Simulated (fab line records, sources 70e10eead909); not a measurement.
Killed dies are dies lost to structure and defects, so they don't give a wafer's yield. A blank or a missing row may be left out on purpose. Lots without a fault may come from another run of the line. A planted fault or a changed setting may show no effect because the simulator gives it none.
Which tool did it? | flow nand_harc | 13 lots, 39 wafers sampled, at 5 steps of a route of 1302

WHAT THE GAUGES READ, wafer by wafer
NHARC_END_SORT_01. Usual: killed_at_array 41, standard deviation 10; killed_at_other 0.8, standard deviation 0.91; killed_at_periphery 4.2, standard deviation 2.9; killed_dies 46, standard deviation 10; killed_open 3.5, standard deviation 2.1; killed_short 2.5, standard deviation 1.6.
lot  | measured     | on        | killed_at_array | killed_at_other | killed_at_periphery | killed_dies | killed_open | killed_short | flag
L449 | day 26 00:31 | prober-01 | 28 26 32        | 1 0 1           | 1 4 2               | 30 30 35    | 3 7 3       | 1 0 4        |
L457 | day 29 20:44 | prober-01 | 32 46 32        | 0 0 0           | 5 9 7               | 37 55 39    | 1 3 1       | 2 2 3        |
L458 | day 30 05:19 | prober-02 | 38 44 34        | 0 0 1           | 2 0 2               | 40 44 37    | 6 6 4       | 1 3 3        |

WHICH TOOL RAN EACH LOT (tool, then ch and the chambers of the sampled wafers, then the start)
lot  | NHARC_A_CONTACT_DEP_85          | NHARC_A_CONTACT_ETCH_138             | NHARC_A_CONTACT_ETCH_139             | NHARC_A_CONTACT_CMP_20
L445 | pecvd-04 ch 0,1,2, day 22 23:14 | har_cap_etch-01 ch 0,1, day 23 02:08 | har_cap_etch-01 ch 0,1, day 23 02:25 | cmp-01 ch 2,3, day 23 05:13
L443 | pecvd-03 ch 1,2, day 23 00:59   | har_cap_etch-02 ch 0,1, day 23 04:10 | har_cap_etch-02 ch 0,1, day 23 04:26 | cmp-03 ch 0,1,2, day 23 07:32
L446 | pecvd-04 ch 1,2, day 23 03:34   | har_cap_etch-01 ch 0,1, day 23 06:41 | har_cap_etch-01 ch 0,1, day 23 06:58 | cmp-03 ch 1,3, day 23 09:47
L449 | pecvd-04 ch 1,2, day 23 19:09   | har_cap_etch-02 ch 0,1, day 23 22:04 | har_cap_etch-02 ch 0,1, day 23 22:20 | cmp-02 ch 0,2,3, day 24 01:09
L448 | pecvd-02 ch 0,1, day 24 01:19   | har_cap_etch-01 ch 0,1, day 24 04:22 | har_cap_etch-01 ch 0,1, day 24 04:38 | cmp-02 ch 1,2,3, day 24 07:28
L453 | pecvd-04 ch 0,1, day 25 15:23   | har_cap_etch-03 ch 0,1, day 25 18:31 | har_cap_etch-03 ch 0,1, day 25 18:47 | cmp-02 ch 0,1,3, day 25 21:39
L451 | pecvd-03 ch 0,1,2, day 25 23:10 | har_cap_etch-02 ch 0,1, day 26 02:23 | har_cap_etch-02 ch 0,1, day 26 02:39 | cmp-03 ch 1,2, day 26 06:26
L452 | pecvd-03 ch 1,2, day 26 04:17   | har_cap_etch-03 ch 0,1, day 26 07:18 | har_cap_etch-03 ch 0,1, day 26 07:35 | cmp-02 ch 0,2,3, day 26 11:10
L450 | pecvd-02 ch 1,2, day 26 04:31   | har_cap_etch-02 ch 0,1, day 26 07:38 | har_cap_etch-02 ch 0,1, day 26 07:55 | cmp-03 ch 0,2,3, day 26 10:53
L457 | pecvd-03 ch 0,1, day 27 17:09   | har_cap_etch-01 ch 0, day 27 20:12   | har_cap_etch-01 ch 0, day 27 20:28   | cmp-01 ch 2,3, day 27 23:44
L458 | pecvd-04 ch 0,1,2, day 28 00:42 | har_cap_etch-01 ch 0,1, day 28 03:50 | har_cap_etch-01 ch 0,1, day 28 04:07 | cmp-02 ch 0,1, day 28 06:54
L463 | pecvd-04 ch 0,1,2, day 29 17:31 | har_cap_etch-02 ch 0,1, day 29 20:32 | har_cap_etch-02 ch 0,1, day 29 20:49 | cmp-03 ch 0,1,2, day 29 23:37
L464 | pecvd-03 ch 0,1,2, day 32 01:44 | har_cap_etch-02 ch 0,1, day 32 04:51 | har_cap_etch-02 ch 0,1, day 32 05:07 | cmp-01 ch 1,2, day 32 08:04
- NHARC_A_CONTACT_DEP_85: deposits SiON, target thk 60 nm.
- NHARC_A_CONTACT_ETCH_138: etches the open film in C4F8/O2/Ar, time 311 s, target depth 1914 nm.
- NHARC_A_CONTACT_ETCH_139: etches the open film in C4F8/O2/Ar, time 195 s, target depth 840 nm.
- NHARC_A_CONTACT_CMP_20: polishes, t overpolish 30 s, target thk 300 nm.

WHAT THE TOOLS THEMSELVES READ (means of the sampled wafers that have a number; where no wafer has one, the mark that the record gives instead)
NHARC_A_CONTACT_DEP_85. Usual: heater_power_w 717 W, standard deviation 130.
lot  | tool     | heater_power_w (W) | flag
L445 | pecvd-04 | 787                |
L443 | pecvd-03 | 663                |
L446 | pecvd-04 | 703                |
L449 | pecvd-04 | 736                |
L448 | pecvd-02 | 682                |
L453 | pecvd-04 | 884                |
L451 | pecvd-03 | 703                |
L452 | pecvd-03 | 801                |
L450 | pecvd-02 | 648                |
L457 | pecvd-03 | 644                |
L458 | pecvd-04 | 794                |
L463 | pecvd-04 | 815                |
L464 | pecvd-03 | 694                |

NHARC_A_CONTACT_CMP_20. Usual: motor_current_A 11.8 A, standard deviation 1.1; overpolish_run_s 30.001 s, standard deviation 0.0091; time_to_endpoint_s 59.2 s, standard deviation 2.7.
lot  | tool   | motor_current_A (A) | overpolish_run_s (s) | time_to_endpoint_s (s) | flag
L445 | cmp-01 | 11.1                | 29.999               | 55.2                   |
L443 | cmp-03 | 12.0                | 30.003               | 61.4                   |
L446 | cmp-03 | 11.8                | 30.003               | 59.2                   |
L449 | cmp-02 | 11.2                | 30.001               | 60.1                   |
L448 | cmp-02 | 11.6                | 29.992               | 57.0                   |
L453 | cmp-02 | 11.9                | 30.002               | 57.6                   |
L451 | cmp-03 | 11.0                | 30.009               | 60.3                   |
L452 | cmp-02 | 11.6                | 30.003               | 56.6                   |
L450 | cmp-03 | 11.8                | 30.002               | 60.6                   |
L457 | cmp-01 | 10.9                | 29.999               | 60.1                   |
L458 | cmp-02 | 11.8                | 29.998               | 55.9                   |
L463 | cmp-03 | 11.8                | 30.001               | 51.2                   |
L464 | cmp-01 | 12.3                | 30.008               | 56.8                   |

THE ANSWER, worked out from the rows above alone
Rule: a lot is off if the mean of its wafers that have a number lies more than 3 standard deviations from the usual mean. A lot without any number at a reading at which 4 lots or more have one is off too. The other lots that the step has rows for count as sound. The gauges are gone through in route order, then the tools' own readings, and for those a lot's mean is taken as printed above. The first step at which some lot is off is used, and at that step the reading that is off furthest; a lot without a number counts as furthest.
No lot is off at any reading shown: from this, nothing can be told.

WHAT THE SIMULATOR HAD PUT IN
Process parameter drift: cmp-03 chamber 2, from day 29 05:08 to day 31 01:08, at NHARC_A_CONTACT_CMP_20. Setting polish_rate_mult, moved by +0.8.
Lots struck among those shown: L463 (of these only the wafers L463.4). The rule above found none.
